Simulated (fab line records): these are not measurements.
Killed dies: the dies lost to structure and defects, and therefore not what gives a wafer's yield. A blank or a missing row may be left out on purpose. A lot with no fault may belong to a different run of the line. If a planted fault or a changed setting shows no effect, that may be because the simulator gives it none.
fab line records	flow n5_finfet	part 1 of 2: steps 1 to 4 of 6
record: lots: 22	wafers: 66	last_day: 17
route steps=1938 shown BEOL_M14@1732 BEOL_M15@1808
lots that met no fault: from a run of the same line without faults
start_h: hours from the record's first day to the start of the lot's first wafer shown	wait_h: hours since the lot's step before	" identical to the entry in the row above	L1.1+2: a row that stands for several wafers	- either no value or no given start	* or withheld: withheld	< > ~ a bound
route shown NAME@n: a module of which the file shows steps, and the number in the route of the first	usual: mean/standard deviation of fault-free wafers	same: alike in all rows	chamber/n: place in a boat	sites: each site's reading	_std_site: the values' standard deviation	_edge_site: outer sites' mean less inner sites'	radius_mm: for every site, how far away it sits from the centre of the wafer	mask NAME#n: copy n	behind: the tool/chamber that last shaped the wafer	hold: the reason the lot was held/the length of the hold in hours/how it ended	device: which transistor (n, p or np) failed to switch	end of line: tests run on the same wafers once the route is complete	a step given without rows: its recipe and nothing more	killed: dies lost to structure and defects at the first sort, not the wafer's yield	map: shows each die of a wafer: x if killed, . if not, _ if none is there
set.NAME: the run value of the setting; set.NAME@STEP: its run value at that earlier step	model.NAME: the simulator's own value behind a step, which no gauge read
steps of the route over a sample of lots; a table a step, a row a wafer
services: a tool's chamber out of use, with start hour (start_h, from the record's first day; less than 0 if before it), hours out, and reason
== steps ==
step: N5_BEOL_M14_STRIP_63
recipe: chemistry: O2	power_w: 600	temp_c: 60	pressure_mtorr: 30	rf_frequency_hz: 6e+07	bias_power_w: 0	overash_fraction: 0.3	o2_flow_sccm: 225
usual: drypump_motor_current_A: 6.0/0.44	oes_product_au: 0.82/0.1	rf_vpp_V: 3.5/0.83	showerhead_plenum_p_Torr: 2.11/0.079	throttle_valve_pct: 16.52/0.25
lot.wafer	tool	chamber	start_h	wait_h	drypump_motor_current_A	oes_product_au	rf_hours_counter_h	rf_vpp_V	showerhead_plenum_p_Torr	throttle_valve_pct
L076.1	rie_diel-04	2	-	-	6.4	0.68	238	4.2	2.04	16.93
L076.2	"	0	"	"	6.6	0.68	226	3.4	2.17	16.61
L076.4	"	3	"	"	6.1	0.78	-	3.9	2.01	16.45
L075.1	rie_diel-03	0	-	-	5.3	0.69	214	2.1	2.08	16.84
L075.2	"	3	"	"	5.5	0.86	66	3.5	2.04	16.62
L075.3	"	2	"	"	6.0	0.69	248	3.2	2.15	17.23
L077.2	rie_diel-04	3	-	-	6.0	0.77	148	3.0	2.01	16.45
L077.3	"	0	"	"	6.5	0.69	230	3.1	2.17	16.63
L077.5	"	0	"	"	6.6	0.69	-	4.6	2.17	16.62
L078.2	rie_diel-04	3	-	-	6.1	0.76	152	2.5	2.01	16.48
L078.3	"	0	"	"	6.5	0.67	238	5.0	2.17	16.65
L078.6	"	1	"	"	6.1	0.96	-	3.4	2.16	16.19
L079.1	rie_diel-05	2	-	-	6.0	0.95	23	4.0	2.24	16.51
L079.4	"	0	"	"	5.9	0.96	-	3.2	2.25	16.20
L079.6	"	1	"	"	5.0	0.68	-	4.1	2.06	16.56
L080.4	rie_diel-04	1	-	-	6.1	0.94	-	3.0	2.16	16.22
L080.5	"	0	"	"	6.6	0.67	-	3.2	2.17	16.61
L080.6	"	3	"	"	6.1	0.76	-	4.5	2.01	16.49
L081.3	rie_diel-04	1	-	-	6.1	0.93	9	3.3	2.16	16.26
L081.4	"	3	"	"	6.1	0.77	-	3.0	2.00	16.49
L081.5	"	1	"	"	6.1	0.94	-	4.3	2.16	16.21
L084.1	rie_diel-05	0	-	-	5.8	0.92	14	2.6	2.24	16.26
L084.2	"	2	"	"	6.0	0.92	31	2.7	2.23	16.53
L084.6	"	0	"	"	5.8	0.92	-	3.9	2.24	16.24
L082.1	rie_diel-03	3	-	-	5.5	0.83	85	2.5	2.03	16.65
L082.2	"	1	"	"	6.6	0.82	100	3.3	2.02	16.38
L082.6	"	1	"	"	6.6	0.83	-	4.3	2.02	16.37
L083.2	rie_diel-03	0	-	-	5.4	0.69	233	3.7	2.08	16.87
L083.4	"	2	"	"	5.9	0.96	11	3.4	2.14	16.83
L083.6	"	3	"	"	5.5	0.84	-	3.1	2.03	16.67
L085.1	rie_diel-03	1	-	-	6.6	0.80	105	5.5	2.02	16.41
L085.5	"	1	"	"	6.6	0.81	-	3.0	2.02	16.39
L085.6	"	0	"	"	5.4	0.67	-	3.3	2.08	16.86
L087.1	rie_diel-05	0	-	-	5.8	0.92	22	4.5	2.24	16.29
L087.5	"	3	"	"	6.1	0.94	-	3.0	2.12	15.97
L087.6	"	2	"	"	5.9	0.90	-	2.2	2.23	16.52
L089.1	rie_diel-05	2	-	-	6.0	0.91	43	3.4	2.23	16.53
L089.3	"	0	"	"	5.9	0.90	25	3.7	2.24	16.24
L089.4	"	0	"	"	5.9	0.90	-	2.9	2.24	16.25
L086.1	rie_diel-05	2	-	-	5.9	0.89	46	2.4	2.23	16.52
L086.2	"	0	"	"	5.9	0.87	28	3.1	2.24	16.25
L086.4	"	3	"	"	6.2	0.92	-	2.6	2.12	15.95
L088.1	rie_diel-04	0	-	-	6.6	0.95	6	3.1	2.16	16.21
L088.4	"	1	"	"	6.1	0.87	30	3.7	2.15	16.28
L088.5	"	3	"	"	6.1	0.74	-	4.3	2.00	16.53
L090.3	rie_diel-03	3	-	-	5.5	0.81	102	3.7	2.03	16.70
L090.5	"	0	"	"	5.3	0.68	-	4.8	2.07	16.89
L090.6	"	3	"	"	5.5	0.82	-	1.6	2.03	16.71
L092.2	rie_diel-03	1	-	-	6.5	0.80	121	3.6	2.02	16.39
L092.4	"	0	"	"	5.3	0.67	248	3.2	2.07	16.90
L092.6	"	0	"	"	5.4	0.67	-	3.2	2.07	16.90
L091.1	rie_diel-04	2	-	-	6.3	0.91	29	3.5	2.03	16.47
L091.4	"	1	"	"	6.1	0.89	33	2.9	2.15	16.29
L091.5	"	1	"	"	6.1	0.88	-	2.3	2.15	16.29
L093.1	rie_diel-04	2	-	-	6.3	0.88	35	3.5	2.03	16.52
L093.4	"	3	"	"	6.1	0.74	190	5.2	1.99	16.54
L093.6	"	2	"	"	6.3	0.89	-	5.7	2.03	16.55
L094.1	rie_diel-03	1	-	-	6.6	0.78	131	3.1	2.01	16.44
L094.2	"	2	"	"	5.9	0.88	44	3.9	2.13	16.87
L094.6	"	3	"	"	5.5	0.79	-	5.4	2.02	16.74
L097.1	rie_diel-03	3	-	-	5.5	0.81	117	4.6	2.02	16.71
L097.2	"	1	"	"	6.6	0.78	132	4.1	2.01	16.44
L097.3	"	2	"	"	6.0	0.87	45	5.1	2.13	16.90
L096.1	rie_diel-05	2	-	-	6.0	0.87	65	4.1	2.22	16.57
L096.4	"	3	"	"	6.2	0.87	32	2.7	2.11	15.98
L096.6	"	2	"	"	5.9	0.86	-	3.8	2.22	16.54
step: N5_BEOL_M14_DESCUM_33
recipe: chemistry: O2	time_s: 7.9	source_power_w: 50	bias_power_w: 20	pressure_mtorr: 20	rf_frequency_hz: 2.712e+07	temp_c: 40	o2_flow_sccm: 225
usual: drypump_motor_current_A: 5.9/0.46	oes_product_au: 0.84/0.11	rf_vpp_V: 243.5/1.4	showerhead_plenum_p_Torr: 2.11/0.082	throttle_valve_pct: 20.24/0.25
lot.wafer	tool	chamber	start_h	wait_h	drypump_motor_current_A	oes_product_au	rf_hours_counter_h	rf_vpp_V	showerhead_plenum_p_Torr	throttle_valve_pct
L076.1	rie_diel-05	2	241.82	0.2	6.0	0.99	8	245.2	2.24	20.29
L076.2	"	1	"	"	5.0	0.70	217	241.8	2.06	20.19
L076.4	"	2	"	"	5.9	0.98	-	244.7	2.24	20.29
L075.1	rie_diel-05	3	245.32	0.0	6.2	0.68	253	244.4	2.12	20.11
L075.2	"	1	"	"	5.0	0.69	218	241.6	2.06	20.20
L075.3	"	2	"	"	5.9	0.98	9	243.4	2.24	20.28
L077.2	rie_diel-05	1	250.54	0.2	5.0	0.70	220	243.6	2.06	20.21
L077.3	"	3	"	"	6.1	0.68	255	244.2	2.12	20.13
L077.5	"	1	"	"	5.0	0.70	-	244.0	2.06	20.18
L078.2	rie_diel-03	1	270.21	0.2	6.6	0.82	90	242.5	2.02	20.07
L078.3	"	2	"	"	6.0	1.02	0	244.1	2.14	20.65
L078.6	"	1	"	"	6.5	0.82	-	242.0	2.02	20.09
L079.1	rie_diel-05	2	282.20	0.3	5.9	0.95	23	245.9	2.23	20.30
L079.4	"	2	"	"	5.9	0.94	-	244.9	2.23	20.31
L079.6	"	0	"	"	5.9	0.96	-	245.9	2.24	19.98
L080.4	rie_diel-04	3	284.46	0.0	6.1	0.77	-	242.2	2.00	20.21
L080.5	"	1	"	"	6.1	0.92	-	242.7	2.15	20.03
L080.6	"	0	"	"	6.6	0.66	-	243.9	2.16	20.32
L081.3	rie_diel-03	0	286.80	0.2	5.3	0.69	228	242.4	2.08	20.57
L081.4	"	2	"	"	6.0	0.98	6	243.2	2.14	20.66
L081.5	"	2	"	"	6.0	0.98	-	243.7	2.14	20.66
L084.1	rie_diel-05	0	299.48	0.0	5.8	0.93	14	244.2	2.24	20.01
L084.2	"	2	"	"	6.0	0.93	31	243.8	2.23	20.32
L084.6	"	2	"	"	6.0	0.93	-	245.0	2.23	20.32
L082.1	rie_diel-04	2	302.54	0.0	6.3	0.97	5	241.7	2.03	20.23
L082.2	"	3	"	"	6.1	0.75	166	240.1	2.00	20.22
L082.6	"	3	"	"	6.0	0.75	-	242.2	2.00	20.22
L083.2	rie_diel-03	0	302.93	0.1	5.4	0.68	233	243.5	2.07	20.58
L083.4	"	3	"	"	5.5	0.82	86	242.8	2.03	20.43
L083.6	"	3	"	"	5.5	0.83	-	242.2	2.03	20.45
L085.1	rie_diel-05	2	317.27	0.1	5.9	0.92	39	245.1	2.23	20.33
L085.5	"	3	"	"	6.2	0.94	-	244.9	2.12	19.68
L085.6	"	2	"	"	5.9	0.92	-	244.4	2.22	20.35
L087.1	rie_diel-05	1	325.50	0.1	5.0	0.67	249	242.7	2.05	20.23
L087.5	"	2	"	"	5.9	0.89	-	242.9	2.22	20.34
L087.6	"	1	"	"	5.0	0.67	-	243.8	2.05	20.23
L089.1	rie_diel-05	3	330.89	0.1	6.1	0.93	10	244.2	2.12	19.67
L089.3	"	2	"	"	6.0	0.89	43	245.2	2.22	20.33
L089.4	"	0	"	"	5.9	0.90	-	245.7	2.23	20.02
L086.1	rie_diel-04	3	339.09	0.0	6.1	0.74	178	241.7	1.99	20.23
L086.2	"	2	"	"	6.4	0.92	22	243.6	2.03	20.26
L086.4	"	2	"	"	6.3	0.92	-	243.6	2.02	20.24
L088.1	rie_diel-04	2	347.44	0.0	6.3	0.91	26	242.4	2.02	20.25
L088.4	"	0	"	"	6.5	0.95	6	243.5	2.16	20.05
L088.5	"	3	"	"	6.1	0.75	-	241.2	1.99	20.24
L090.3	rie_diel-05	1	349.43	0.0	5.0	0.97	1	241.8	2.05	19.88
L090.5	"	3	"	"	6.2	0.90	-	243.8	2.11	19.68
L090.6	"	0	"	"	5.8	0.89	-	245.4	2.23	20.03
L092.2	rie_diel-05	2	356.29	0.0	5.9	0.88	54	244.6	2.22	20.37
L092.4	"	3	"	"	6.2	0.89	21	242.8	2.11	19.69
L092.6	"	0	"	"	5.8	0.87	-	245.7	2.23	20.03
L091.1	rie_diel-03	2	357.20	0.1	6.0	0.90	34	244.4	2.13	20.71
L091.4	"	0	"	"	5.3	0.67	248	243.5	2.07	20.59
L091.5	"	3	"	"	5.5	0.80	-	242.6	2.02	20.47
L093.1	rie_diel-03	2	377.18	0.5	6.0	0.88	42	244.3	2.13	20.73
L093.4	"	1	"	"	6.6	0.79	-	243.0	2.01	20.14
L093.6	"	3	"	"	5.5	0.80	-	242.6	2.02	20.47
L094.1	rie_diel-03	2	380.77	0.3	5.9	0.89	45	243.7	2.13	20.73
L094.2	"	3	"	"	5.5	0.79	117	240.5	2.02	20.46
L094.6	"	3	"	"	5.5	0.80	-	242.0	2.02	20.48
L097.1	rie_diel-03	2	381.54	0.4	6.0	0.88	45	244.1	2.13	20.73
L097.2	"	3	"	"	5.5	0.80	117	242.0	2.02	20.48
L097.3	"	0	"	"	5.3	1.00	1	244.4	2.07	20.35
L096.1	rie_diel-05	3	389.93	0.2	6.1	0.87	32	242.9	2.11	19.71
L096.4	"	1	"	"	5.0	0.92	15	243.1	2.05	19.92
L096.6	"	2	"	"	6.0	0.86	-	244.3	2.22	20.38
step: N5_BEOL_M14_ETCH_68
recipe: chemistry: N2/H2	target: SOC	mask_material: SiARC	source_w: 3000	bias_w: 350	temp_c: 40	time_s: 450	ion_energy_ev: 200	pressure_mtorr: 30	n2_flow_sccm: 200	h2_flow_sccm: 200
usual: drypump_motor_current_A: 5.9/0.47	h2_flow_sccm: 200.0/0.57	oes_product_au: 0.84/0.11	rf_vpp_V: 524.4/2.9	showerhead_plenum_p_Torr: 2.57/0.097	throttle_valve_pct: 17.63/0.24
lot.wafer	tool	chamber	start_h	wait_h	drypump_motor_current_A	h2_flow_sccm	oes_product_au	rf_hours_counter_h	rf_vpp_V	showerhead_plenum_p_Torr	throttle_valve_pct
L076.1	rie_diel-05	2	242.00	0.1	5.9	199.3	0.97	8	528.9	2.72	17.69
L076.2	"	1	"	"	5.0	201.6	0.70	218	523.0	2.52	17.69
L076.4	"	2	"	"	5.9	200.0	0.96	-	528.1	2.72	17.70
L075.1	rie_diel-05	3	245.50	0.1	6.2	199.1	0.68	253	525.3	2.59	17.56
L075.2	"	1	"	"	5.0	199.7	0.69	219	524.1	2.52	17.69
L075.3	"	2	"	"	6.0	199.5	0.98	9	529.3	2.72	17.68
L077.2	rie_diel-05	1	250.72	0.1	5.0	200.7	0.69	220	522.6	2.52	17.69
L077.3	"	3	"	"	6.2	199.1	0.68	255	525.6	2.59	17.56
L077.5	"	1	"	"	5.0	199.5	0.70	-	523.1	2.52	17.68
L078.2	rie_diel-03	1	270.39	0.1	6.6	201.1	0.81	90	521.6	2.47	17.52
L078.3	"	2	"	"	6.0	201.0	1.01	0	525.9	2.60	18.01
L078.6	"	1	"	"	6.6	200.6	0.82	-	521.7	2.47	17.52
L079.1	rie_diel-05	2	282.38	0.1	6.0	199.6	0.92	23	527.7	2.71	17.70
L079.4	"	2	"	"	6.0	199.2	0.92	-	528.2	2.71	17.69
L079.6	"	0	"	"	5.9	200.4	0.96	-	527.8	2.73	17.36
L080.4	rie_diel-04	3	284.75	0.1	6.1	200.7	0.76	-	521.5	2.43	17.65
L080.5	"	1	"	"	6.1	200.1	0.93	-	526.5	2.60	17.25
L080.6	"	0	"	"	6.5	200.2	0.68	-	525.0	2.61	17.61
L081.3	rie_diel-03	0	286.98	0.1	5.4	201.0	0.68	229	522.4	2.49	17.85
L081.4	"	2	"	"	6.0	199.2	0.97	6	524.4	2.60	18.02
L081.5	"	2	"	"	6.0	200.6	0.97	-	525.5	2.60	18.01
L084.1	rie_diel-05	0	299.66	0.1	5.8	199.7	0.94	14	528.7	2.72	17.36
L084.2	"	2	"	"	5.9	200.4	0.93	31	527.7	2.71	17.72
L084.6	"	2	"	"	5.9	200.2	0.93	-	528.1	2.71	17.74
L082.1	rie_diel-04	2	302.72	0.1	6.4	199.8	0.96	6	522.3	2.50	17.71
L082.2	"	3	"	"	6.1	199.5	0.75	166	520.7	2.43	17.65
L082.6	"	3	"	"	6.1	200.1	0.75	-	520.3	2.43	17.65
L083.2	rie_diel-03	0	303.11	0.1	5.4	199.7	0.69	233	522.9	2.49	17.84
L083.4	"	3	"	"	5.5	200.2	0.84	86	521.0	2.48	17.81
L083.6	"	3	"	"	5.5	199.2	0.84	-	522.1	2.48	17.83
L085.1	rie_diel-05	2	317.45	0.1	5.9	200.3	0.91	39	527.3	2.71	17.75
L085.5	"	3	"	"	6.2	200.7	0.93	-	524.2	2.59	17.09
L085.6	"	2	"	"	6.0	199.2	0.90	-	528.8	2.71	17.75
L087.1	rie_diel-05	1	325.68	0.1	5.0	199.4	0.68	249	521.5	2.50	17.74
L087.5	"	2	"	"	6.0	200.6	0.91	-	529.4	2.71	17.73
L087.6	"	1	"	"	5.0	198.9	0.68	-	522.8	2.50	17.75
L089.1	rie_diel-05	3	331.07	0.1	6.1	199.7	0.91	10	524.9	2.58	17.08
L089.3	"	2	"	"	5.9	200.1	0.88	43	528.5	2.71	17.75
L089.4	"	0	"	"	5.9	200.9	0.90	-	529.7	2.72	17.38
L086.1	rie_diel-04	3	339.27	0.1	6.1	200.4	0.74	178	520.4	2.43	17.68
L086.2	"	2	"	"	6.4	198.9	0.90	22	522.8	2.50	17.74
L086.4	"	2	"	"	6.4	199.9	0.91	-	521.1	2.50	17.74
L088.1	rie_diel-04	2	347.62	0.1	6.4	200.0	0.90	26	522.2	2.50	17.76
L088.4	"	0	"	"	6.6	199.9	0.95	7	526.0	2.60	17.24
L088.5	"	3	"	"	6.1	200.5	0.74	-	519.9	2.43	17.68
L090.3	rie_diel-05	1	349.61	0.1	5.0	200.1	0.97	1	522.1	2.50	17.34
L090.5	"	3	"	"	6.1	200.6	0.89	-	526.4	2.58	17.09
L090.6	"	0	"	"	5.9	199.4	0.88	-	527.7	2.71	17.40
L092.2	rie_diel-05	2	356.47	0.1	5.9	200.6	0.89	54	528.5	2.70	17.77
L092.4	"	3	"	"	6.2	200.9	0.90	21	527.0	2.58	17.12
L092.6	"	0	"	"	5.8	199.5	0.90	-	527.6	2.71	17.40
L091.1	rie_diel-03	2	357.38	0.1	6.0	199.2	0.89	34	525.4	2.59	18.06
L091.4	"	0	"	"	5.3	200.3	0.68	248	523.1	2.49	17.87
L091.5	"	3	"	"	5.5	199.4	0.80	-	522.0	2.47	17.85
L093.1	rie_diel-03	2	377.36	0.1	6.0	200.1	0.88	42	525.5	2.59	18.08
L093.4	"	1	"	"	6.6	200.9	0.77	-	521.1	2.46	17.58
L093.6	"	3	"	"	5.5	199.7	0.80	-	521.0	2.47	17.85
L094.1	rie_diel-03	2	380.95	0.1	6.0	199.5	0.88	45	523.8	2.59	18.08
L094.2	"	3	"	"	5.5	200.5	0.79	117	521.6	2.46	17.87
L094.6	"	3	"	"	5.5	199.6	0.80	-	520.6	2.46	17.88
L097.1	rie_diel-03	2	381.72	0.1	5.9	200.2	0.88	45	524.7	2.58	18.09
L097.2	"	3	"	"	5.5	200.1	0.79	117	520.3	2.46	17.87
L097.3	"	0	"	"	5.4	200.6	1.00	1	522.6	2.48	17.52
L096.1	rie_diel-05	3	390.12	0.1	6.1	199.5	0.87	33	524.7	2.57	17.13
L096.4	"	1	"	"	5.0	199.6	0.92	15	522.3	2.50	17.34
L096.6	"	2	"	"	5.9	199.1	0.87	-	527.9	2.70	17.79
step: N5_BEOL_M14_PRE_CLEAN_42
recipe: gas: H2/He	time_s: 30	temp_c: 300
usual: heater_power_w: 457/35
lot.wafer	tool	chamber	start_h	wait_h	heater_power_w
L076.1	pvd_sputter-01	-	247.18	0.0	433
L076.2	"	-	"	"	455
L076.4	"	-	"	"	447
L075.1	pvd_sputter-01	-	254.31	0.0	440
L075.2	"	-	"	"	484
L075.3	"	-	"	"	448
L077.2	pvd_sputter-02	-	255.10	0.0	482
L077.3	"	-	"	"	437
L077.5	"	-	"	"	435
L078.2	pvd_sputter-01	-	271.95	0.0	460
L078.3	"	-	"	"	506
L078.6	"	-	"	"	431
L079.1	pvd_sputter-02	-	283.59	0.0	425
L079.4	"	-	"	"	418
L079.6	"	-	"	"	486
L080.4	pvd_sputter-03	-	286.13	0.0	505
L080.5	"	-	"	"	528
L080.6	"	-	"	"	425
L081.3	pvd_sputter-03	-	293.50	0.0	542
L081.4	"	-	"	"	489
L081.5	"	-	"	"	540
L084.1	pvd_sputter-02	-	300.51	0.0	424
L084.2	"	-	"	"	424
L084.6	"	-	"	"	427
L082.1	pvd_sputter-01	-	304.50	0.0	502
L082.2	"	-	"	"	432
L082.6	"	-	"	"	443
L083.2	pvd_sputter-03	-	304.62	0.0	473
L083.4	"	-	"	"	540
L083.6	"	-	"	"	423
L085.1	pvd_sputter-02	-	323.16	0.0	419
L085.5	"	-	"	"	430
L085.6	"	-	"	"	490
L087.1	pvd_sputter-02	-	326.88	0.0	437
L087.5	"	-	"	"	496
L087.6	"	-	"	"	425
L089.1	pvd_sputter-01	-	335.00	0.0	446
L089.3	"	-	"	"	460
L089.4	"	-	"	"	504
L086.1	pvd_sputter-01	-	340.49	0.0	454
L086.2	"	-	"	"	495
L086.4	"	-	"	"	426
L088.1	pvd_sputter-02	-	348.48	0.0	422
L088.4	"	-	"	"	425
L088.5	"	-	"	"	426
L090.3	pvd_sputter-03	-	353.43	0.0	491
L090.5	"	-	"	"	426
L090.6	"	-	"	"	539
L092.2	pvd_sputter-01	-	357.32	0.0	470
L092.4	"	-	"	"	496
L092.6	"	-	"	"	452
L091.1	pvd_sputter-02	-	359.95	0.0	434
L091.4	"	-	"	"	435
L091.5	"	-	"	"	435
L093.1	pvd_sputter-02	-	378.15	0.0	417
L093.4	"	-	"	"	418
L093.6	"	-	"	"	489
L094.1	pvd_sputter-02	-	383.17	0.0	418
L094.2	"	-	"	"	430
L094.6	"	-	"	"	438
L097.1	pvd_sputter-01	-	383.31	0.0	454
L097.2	"	-	"	"	430
L097.3	"	-	"	"	457
L096.1	pvd_sputter-03	-	392.32	0.0	487
L096.4	"	-	"	"	513
L096.6	"	-	"	"	440
